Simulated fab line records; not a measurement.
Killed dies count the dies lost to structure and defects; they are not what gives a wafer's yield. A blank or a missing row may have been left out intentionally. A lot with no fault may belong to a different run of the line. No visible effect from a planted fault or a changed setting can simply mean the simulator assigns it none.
Which tool was responsible?	flow nandHarc	24 lots with 72 wafers sampled at 6 steps, on a route of 1302 steps

## WHAT THE GAUGES READ, wafer by wafer
Not one reading of a measure or inspect step in the record can be checked against a usual standard deviation.

## EACH LOT AND THE TOOL THAT RAN IT (in order: tool; ch and the chambers of the sampled wafers; start)
lot	NHARC_A_STAIRCASE_DESCUM_270	NHARC_A_STAIRCASE_DESCUM_291	NHARC_A_STAIRCASE_ETCH_453	NHARC_A_STAIRCASE_ETCH_315	NHARC_A_STAIRCASE_DEP_322	NHARC_A_STAIRCASE_DEP_325
L074	rieDiel-08 ch 1,2,3, day 16 19:04	rieDiel-09 ch 0,2, day 17 06:53	rieDiel-09 ch 0,1, day 18 12:13 or earlier	rieDiel-09 ch 0,1,2, day 18 12:13 or earlier	pecvd-04 ch 1,2, day 18 12:13	pecvd-04 ch 0,1, day 18 20:38
L075	rieDiel-09 ch 0,1,2, day 17 03:32	rieDiel-08 ch 0,2,3, day 17 10:00	rieDiel-04 ch 1,2,3, day 18 12:30 or earlier	rieDiel-04 ch 0,2,3, day 18 12:30 or earlier	pecvd-01 ch 0,1,2, day 18 12:30	pecvd-02 ch 0,1,2, day 18 20:39
L077	rieDiel-04 ch 0,2,3, day 17 07:55	rieDiel-04 ch 0,1,2, day 17 13:47	rieDiel-04 ch 1,2,3, day 18 19:54 or earlier	rieDiel-04 ch 0,1,2, day 18 19:54 or earlier	pecvd-02 ch 0,1, day 18 19:54	pecvd-02 ch 1,2, day 19 04:22
L076	rieDiel-04 ch 0,1,3, day 17 22:56	rieDiel-08 ch 0,1,2, day 18 04:53	rieDiel-08 ch 0,1, day 19 08:31 or earlier	rieDiel-08 ch 0,3, day 19 08:31 or earlier	pecvd-04 ch 0,1,2, day 19 08:31	pecvd-04 ch 1,2, day 19 16:25
L079	rieDiel-04 ch 0,1,3, day 18 11:52	rieDiel-09 ch 1,2,3, day 18 17:37	rieDiel-09 ch 1,2,3, day 20 03:29 or earlier	rieDiel-09 ch 1,3, day 20 03:29 or earlier	pecvd-01 ch 0,1,2, day 20 03:29	pecvd-04 ch 0,1, day 20 13:19
L078	rieDiel-08 ch 0,1,2, day 18 12:11	rieDiel-09 ch 1,2, day 18 18:04	rieDiel-04 ch 0,1,2, day 20 11:54 or earlier	rieDiel-04 ch 0,1,2, day 20 11:54 or earlier	pecvd-01 ch 0,1, day 20 11:54	pecvd-01 ch 0,2, day 20 20:34
L080	rieDiel-09 ch 1,2, day 18 13:43	rieDiel-04 ch 0,1, day 18 19:25	rieDiel-04 ch 0,2,3, day 20 11:44 or earlier	rieDiel-04 ch 1,2,3, day 20 11:44 or earlier	pecvd-04 ch 0,2, day 20 11:44	pecvd-04 ch 0,2, day 20 20:34
L081	rieDiel-04 ch 0,2,3, day 18 15:34	rieDiel-09 ch 1,2,3, day 18 23:34	rieDiel-08 ch 1,2, day 20 11:36 or earlier	rieDiel-08 ch 0,2, day 20 11:36 or earlier	pecvd-02 ch 0,1, day 20 11:36	pecvd-02 ch 0,1, day 20 20:34
L082	rieDiel-09 ch 0,2,3, day 20 05:05	rieDiel-09 ch 0,1,2, day 20 13:10	rieDiel-04 ch 0,2,3, day 21 18:11 or earlier	rieDiel-04 ch 0,1,2, day 21 18:11 or earlier	pecvd-04 ch 0,1,2, day 21 18:11	pecvd-02 ch 0,1,2, day 22 02:28
L083	rieDiel-04 ch 0,2,3, day 20 07:05	rieDiel-04 ch 0,1, day 20 14:39	rieDiel-04 ch 2,3, day 21 18:20 or earlier	rieDiel-04 ch 0,3, day 21 18:20 or earlier	pecvd-02 ch 0,1,2, day 21 18:20	pecvd-01 ch 0,1, day 22 02:39
L084	rieDiel-08 ch 0,1, day 20 14:22	rieDiel-08 ch 1,2, day 20 22:11	rieDiel-09 ch 0,1,2, day 22 05:34 or earlier	rieDiel-09 ch 1,3, day 22 05:34 or earlier	pecvd-04 ch 0,1, day 22 05:34	pecvd-04 ch 1,2, day 22 14:31
L085	rieDiel-08 ch 0,1,3, day 21 00:05	rieDiel-04 ch 1,2, day 21 05:55	rieDiel-09 ch 0,1, day 22 11:23 or earlier	rieDiel-09 ch 0,1,3, day 22 11:23 or earlier	pecvd-04 ch 0,2, day 22 11:23	pecvd-04 ch 0,1,2, day 22 19:19
L086	rieDiel-08 ch 0,1,3, day 22 00:52	rieDiel-04 ch 0,2,3, day 22 08:06	rieDiel-08 ch 2,3, day 23 13:33 or earlier	rieDiel-08 ch 1,3, day 23 13:33 or earlier	pecvd-01 ch 0,1, day 23 13:33	pecvd-01 ch 1,2, day 23 20:50
L089	rieDiel-09 ch 1,3, day 22 18:08	rieDiel-09 ch 0,3, day 23 00:02	rieDiel-09 ch 0,1,2, day 24 07:10 or earlier	rieDiel-09 ch 0,1, day 24 07:10 or earlier	pecvd-01 ch 0,1,2, day 24 07:10	pecvd-02 ch 0,1,2, day 24 15:31
L088	rieDiel-08 ch 0,1, day 22 18:26	rieDiel-08 ch 0,3, day 23 00:20	rieDiel-08 ch 0,2,3, day 24 07:07 or earlier	rieDiel-08 ch 0,3, day 24 07:07 or earlier	pecvd-04 ch 1,2, day 24 07:07	pecvd-01 ch 0,1,2, day 24 15:37
L087	rieDiel-09 ch 1,2,3, day 22 20:54	rieDiel-04 ch 0,1, day 23 02:48	rieDiel-09 ch 0,2,3, day 24 14:10 or earlier	rieDiel-09 ch 0,3, day 24 14:10 or earlier	pecvd-02 ch 0,1,2, day 24 14:10	pecvd-02 ch 0,2, day 24 21:43
L090	rieDiel-09 ch 1,3, day 23 01:55	rieDiel-08 ch 1,2, day 23 11:05	rieDiel-04 ch 1,2,3, day 24 14:10 or earlier	rieDiel-04 ch 1,2,3, day 24 14:10 or earlier	pecvd-01 ch 0,1, day 24 14:10	pecvd-01 ch 0,1, day 24 21:29
L091	rieDiel-09 ch 0,1,2, day 23 18:17	rieDiel-04 ch 0,1,2, day 24 03:13	rieDiel-08 ch 0,1,2, day 25 10:00 or earlier	rieDiel-08 ch 1,2,3, day 25 10:00 or earlier	pecvd-02 ch 0,1, day 25 10:00	pecvd-01 ch 0,1,2, day 25 17:47
L092	rieDiel-09 ch 1,3, day 24 02:43	rieDiel-08 ch 0,1, day 24 11:40	rieDiel-04 ch 0,1,2, day 25 19:50 or earlier	rieDiel-04 ch 2,3, day 25 19:50 or earlier	pecvd-01 ch 0,1,2, day 25 19:50	pecvd-04 ch 0,1,2, day 26 07:23
L093	rieDiel-09 ch 0,1, day 24 07:59	rieDiel-09 ch 0,1,2, day 24 16:44	rieDiel-08 ch 0,2, day 25 20:00 or earlier	rieDiel-08 ch 0,1, day 25 20:00 or earlier	pecvd-04 ch 0,1,2, day 25 20:00	pecvd-02 ch 0,1, day 26 07:17
L094	rieDiel-04 ch 0,1,3, day 24 08:08	rieDiel-08 ch 0,1,3, day 24 16:53	rieDiel-04 ch 0,2,3, day 26 07:08 or earlier	rieDiel-04 ch 0,2,3, day 26 07:08 or earlier	pecvd-01 ch 0,2, day 26 07:08	pecvd-04 ch 0,1, day 26 16:47
L095	rieDiel-09 ch 0,1,3, day 25 06:44	rieDiel-04 ch 1,2,3, day 25 13:30	rieDiel-04 ch 0,2,3, day 26 19:23 or earlier	rieDiel-04 ch 1,2,3, day 26 19:23 or earlier	pecvd-04 ch 0,1,2, day 26 19:23	pecvd-04 ch 0,1,2, day 27 03:29
L096	rieDiel-04 ch 0,2, day 26 01:48	rieDiel-08 ch 0,1, day 26 07:34	rieDiel-09 ch 1,2, day 27 14:23 or earlier	rieDiel-09 ch 0,1, day 27 14:23 or earlier	pecvd-02 ch 0,1, day 27 14:23	pecvd-02 ch 1,2, day 27 22:54
L097	rieDiel-08 ch 0,2, day 26 15:32	rieDiel-09 ch 1,2,3, day 26 21:29	rieDiel-08 ch 0,3, day 28 01:49 or earlier	rieDiel-08 ch 1,3, day 28 01:49 or earlier	pecvd-02 ch 1,2, day 28 01:49	pecvd-01 ch 0,1, day 28 10:25
- NHARC_A_STAIRCASE_DESCUM_270: chemistry O2, time 3 s.
- NHARC_A_STAIRCASE_DESCUM_291: chemistry O2, time 3 s.
- NHARC_A_STAIRCASE_ETCH_453: etches the open film in CF4/O2, target depth 30 nm, overetch 3 nm, time 16.5 s.
- NHARC_A_STAIRCASE_ETCH_315: etches the open film in C4F8/O2/Ar, target depth 2500 nm, time 607.1 s.
- NHARC_A_STAIRCASE_DEP_322: deposits SiO2, target thk 7200 nm.
- NHARC_A_STAIRCASE_DEP_325: deposits SiO2, target thk 7200 nm.

## AS READ BY THE TOOLS THEMSELVES (means over the sampled wafers that have a number; for cases with no such wafer, the mark the record gives instead)
NHARC_A_STAIRCASE_DESCUM_270.
lot	tool	drypumpMotorCurrentA (A)	oesProductAu (a.u.)	rfVppV (V)	showerheadPlenumPTorr (Torr)	throttleValvePct (%)
L074	rieDiel-08	5.5	0.998	57.5	1.94	11.314
L075	rieDiel-09	5.4	0.997	57.9	1.91	11.312
L077	rieDiel-04	5.7	0.994	57.5	1.94	11.305
L076	rieDiel-04	5.5	1.002	58.0	1.99	11.306
L079	rieDiel-04	5.5	1.005	57.9	1.99	11.304
L078	rieDiel-08	5.5	0.994	58.9	1.90	11.311
L080	rieDiel-09	5.1	1.007	58.4	1.94	11.317
L081	rieDiel-04	5.7	1.001	58.2	1.93	11.306
L082	rieDiel-09	5.7	1.003	58.0	1.92	11.309
L083	rieDiel-04	5.7	1.007	57.8	1.93	11.314
L084	rieDiel-08	5.9	1.009	56.9	1.98	11.303
L085	rieDiel-08	5.5	1.004	58.1	1.93	11.309
L086	rieDiel-08	5.5	0.998	58.0	1.93	11.319
L089	rieDiel-09	5.8	0.998	58.1	1.93	11.310
L088	rieDiel-08	5.6	0.996	57.7	1.89	11.313
L087	rieDiel-09	5.6	1.009	57.1	1.94	11.318
L090	rieDiel-09	6.2	1.008	57.9	1.95	11.314
L091	rieDiel-09	5.4	1.004	58.1	1.90	11.315
L092	rieDiel-09	5.9	0.996	58.0	1.93	11.312
L093	rieDiel-09	5.7	0.997	57.5	1.88	11.300
L094	rieDiel-04	5.5	1.008	57.6	1.98	11.308
L095	rieDiel-09	6.0	0.998	58.2	1.90	11.309
L096	rieDiel-04	5.6	1.006	56.7	1.86	11.316
L097	rieDiel-08	5.3	0.998	56.7	1.80	11.316

NHARC_A_STAIRCASE_DESCUM_291.
lot	tool	drypumpMotorCurrentA (A)	oesProductAu (a.u.)	rfVppV (V)	showerheadPlenumPTorr (Torr)	throttleValvePct (%)
L074	rieDiel-09	5.2	1.000	57.5	1.92	11.317
L075	rieDiel-08	5.3	1.000	57.7	1.85	11.313
L077	rieDiel-04	5.4	1.005	57.7	1.93	11.306
L076	rieDiel-08	5.5	0.994	57.0	1.90	11.306
L079	rieDiel-09	5.6	1.006	58.1	1.95	11.310
L078	rieDiel-09	5.1	0.998	57.7	1.94	11.317
L080	rieDiel-04	5.4	1.004	58.0	1.92	11.307
L081	rieDiel-09	5.7	1.006	57.2	1.95	11.312
L082	rieDiel-09	5.4	0.999	58.3	1.90	11.300
L083	rieDiel-04	5.4	1.009	58.3	1.92	11.311
L084	rieDiel-08	5.5	1.007	58.8	1.90	11.322
L085	rieDiel-04	5.1	1.001	57.7	1.99	11.300
L086	rieDiel-04	5.7	0.993	58.0	1.93	11.316
L089	rieDiel-09	6.0	1.006	58.2	1.88	11.307
L088	rieDiel-08	5.3	1.002	57.2	1.83	11.308
L087	rieDiel-04	5.1	1.004	57.3	1.97	11.314
L090	rieDiel-08	5.5	1.002	57.9	1.89	11.308
L091	rieDiel-04	5.3	0.997	57.4	1.92	11.307
L092	rieDiel-08	5.8	1.002	58.0	1.97	11.317
L093	rieDiel-09	5.4	1.004	57.9	1.89	11.316
L094	rieDiel-08	5.5	0.995	57.7	1.92	11.304
L095	rieDiel-04	5.4	0.995	58.0	1.98	11.310
L096	rieDiel-08	5.6	0.994	57.4	1.88	11.310
L097	rieDiel-09	5.6	1.002	57.6	1.93	11.313

NHARC_A_STAIRCASE_ETCH_453.
lot	tool	drypumpMotorCurrentA (A)	oesProductAu (a.u.)	rfVppV (V)	showerheadPlenumPTorr (Torr)	throttleValvePct (%)
L074	rieDiel-09	5.7	0.997	197.7	1.31	13.389
L075	rieDiel-04	5.4	1.000	199.5	1.40	13.387
L077	rieDiel-04	5.4	0.998	199.8	1.40	13.387
L076	rieDiel-08	5.6	1.006	197.6	1.33	13.397
L079	rieDiel-09	5.6	1.001	197.3	1.36	13.398
L078	rieDiel-04	5.4	0.997	198.3	1.34	13.380
L080	rieDiel-04	5.7	1.007	198.8	1.35	13.405
L081	rieDiel-08	5.5	0.997	197.5	1.33	13.390
L082	rieDiel-04	5.7	0.999	198.3	1.35	13.389
L083	rieDiel-04	5.8	0.997	198.9	1.40	13.404
L084	rieDiel-09	5.4	0.995	198.3	1.33	13.406
L085	rieDiel-09	5.7	0.992	197.5	1.30	13.394
L086	rieDiel-08	5.2	0.994	197.3	1.28	13.397
L089	rieDiel-09	5.4	0.995	198.3	1.32	13.398
L088	rieDiel-08	5.3	0.998	196.0	1.28	13.393
L087	rieDiel-09	5.7	1.004	197.8	1.33	13.392
L090	rieDiel-04	5.4	1.007	198.2	1.39	13.394
L091	rieDiel-08	5.5	1.008	197.4	1.32	13.397
L092	rieDiel-04	5.3	1.009	197.8	1.34	13.399
L093	rieDiel-08	5.4	1.000	196.5	1.26	13.403
L094	rieDiel-04	5.7	1.002	199.2	1.34	13.402
L095	rieDiel-04	5.7	1.012	197.7	1.34	13.392
L096	rieDiel-09	5.3	0.993	197.3	1.34	13.404
L097	rieDiel-08	5.3	0.989	197.9	1.30	13.400

NHARC_A_STAIRCASE_ETCH_315.
lot	tool	oesProductAu (a.u.)	rfVppV (V)
L074	rieDiel-09	0.933	1826
L075	rieDiel-04	0.929	1830
L077	rieDiel-04	0.937	1828
L076	rieDiel-08	0.930	1823
L079	rieDiel-09	0.929	1833
L078	rieDiel-04	0.923	1828
L080	rieDiel-04	0.939	1837
L081	rieDiel-08	0.918	1814
L082	rieDiel-04	0.935	1828
L083	rieDiel-04	0.930	1836
L084	rieDiel-09	0.933	1833
L085	rieDiel-09	0.937	1827
L086	rieDiel-08	0.941	1832
L089	rieDiel-09	0.932	1820
L088	rieDiel-08	0.920	1817
L087	rieDiel-09	0.924	1829
L090	rieDiel-04	0.941	1836
L091	rieDiel-08	0.944	1827
L092	rieDiel-04	0.927	1829
L093	rieDiel-08	0.937	1823
L094	rieDiel-04	0.932	1828
L095	rieDiel-04	0.927	1836
L096	rieDiel-09	0.937	1819
L097	rieDiel-08	0.930	1837

NHARC_A_STAIRCASE_DEP_322.
lot	tool	heaterPowerW (W)
L074	pecvd-04	743
L075	pecvd-01	650
L077	pecvd-02	661
L076	pecvd-04	659
L079	pecvd-01	701
L078	pecvd-01	658
L080	pecvd-04	617
L081	pecvd-02	637
L082	pecvd-04	769
L083	pecvd-02	637
L084	pecvd-04	811
L085	pecvd-04	619
L086	pecvd-01	643
L089	pecvd-01	673
L088	pecvd-04	749
L087	pecvd-02	619
L090	pecvd-01	601
L091	pecvd-02	682
L092	pecvd-01	628
L093	pecvd-04	730
L094	pecvd-01	631
L095	pecvd-04	819
L096	pecvd-02	695
L097	pecvd-02	589

NHARC_A_STAIRCASE_DEP_325.
lot	tool	heaterPowerW (W)
L074	pecvd-04	853
L075	pecvd-02	608
L077	pecvd-02	604
L076	pecvd-04	623
L079	pecvd-04	838
L078	pecvd-01	702
L080	pecvd-04	579
L081	pecvd-02	648
L082	pecvd-02	657
L083	pecvd-01	597
L084	pecvd-04	632
L085	pecvd-04	688
L086	pecvd-01	693
L089	pecvd-02	626
L088	pecvd-01	626
L087	pecvd-02	649
L090	pecvd-01	574
L091	pecvd-01	661
L092	pecvd-04	691
L093	pecvd-02	700
L094	pecvd-04	786
L095	pecvd-04	781
L096	pecvd-02	630
L097	pecvd-01	555

## THE ANSWER, worked out from the rows above alone
Rule: the usual values come from the lots themselves. Put in order of their means at a reading, lots are off if they are a third of the lots or fewer, leave a main group of 4 or more, and stand apart from it by a gap of 3 or more times the standard deviation of the main group's means; of several such gaps the widest counts. A main group whose means are all the same, to the digits that the tables above print for the reading, isn't used. Also off: a lot with no number at a reading for which 4 or more lots have one. The other lots that the step has rows for count as sound. After the gauges, taken in route order, come the tools' own readings; for these a lot's mean is taken, as printed above. At the first step where some lot is off, the reading lying furthest off is the one used; lots without a number count as furthest.
Across all readings shown, no lot is off: no conclusion can be drawn from this.

## WHAT HAD BEEN PUT IN BY THE SIMULATOR
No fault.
